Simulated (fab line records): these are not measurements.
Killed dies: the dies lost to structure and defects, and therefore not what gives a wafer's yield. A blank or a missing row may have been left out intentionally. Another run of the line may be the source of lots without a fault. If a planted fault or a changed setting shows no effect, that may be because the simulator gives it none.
Matching of chambers    flow n5-finfet    N5_ZERO_LAYER_ETCH_17 on rie-diel-05: 4 sister chambers
The step etches SiO2 in CF4, target depth 12 nm, time 13.3 s. 4 wafers are shown with their chamber, then 12 later ones without.

## WAFERS WITH THEIR CHAMBER
wafer   chamber  showerhead-plenum-p-Torr (Torr)
L089.2  2        2.21
L090.1  1        2.06
L090.2  0        2.26
L090.3  3        2.21

## WAFERS MISSING THEIR CHAMBER
wafer   showerhead-plenum-p-Torr (Torr)
L091.2  2.20
L091.4  2.26
L091.5  2.26
L093.1  2.25
L093.3  2.06
L093.5  2.20
L094.1  2.06
L094.2  2.25
L094.5  2.21
L095.2  2.20
L095.3  2.25
L095.5  2.25

## WHICH CHAMBER EACH ONE RAN IN
wafer   from the rows above      in truth
L091.2  can't be placed: 2 or 3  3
L091.4  0                        0
L091.5  0                        0
L093.1  0                        0
L093.3  1                        1
L093.5  can't be placed: 2 or 3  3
L094.1  1                        1
L094.2  0                        0
L094.5  can't be placed: 2 or 3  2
L095.2  can't be placed: 2 or 3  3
L095.3  0                        0
L095.5  0                        0
8 of 12 placed correctly. Can't be placed from these rows: 4 (the true chamber is among the candidates in 4). Placed wrongly: 0.
How it was worked out, from the rows above alone: a wafer's distance from a chamber is the root of the sum, over the readings, of the square of ((its reading less the chamber's mean) divided by the reading's scatter). The wafer belongs to the nearest chamber; if the next one is less than 2 further off, it can't be placed. Each chamber's mean is taken over the wafers shown for it. The scatter: with one shown wafer a chamber, the root of the mean of the squares of how far each hidden wafer lies from its nearest shown one.
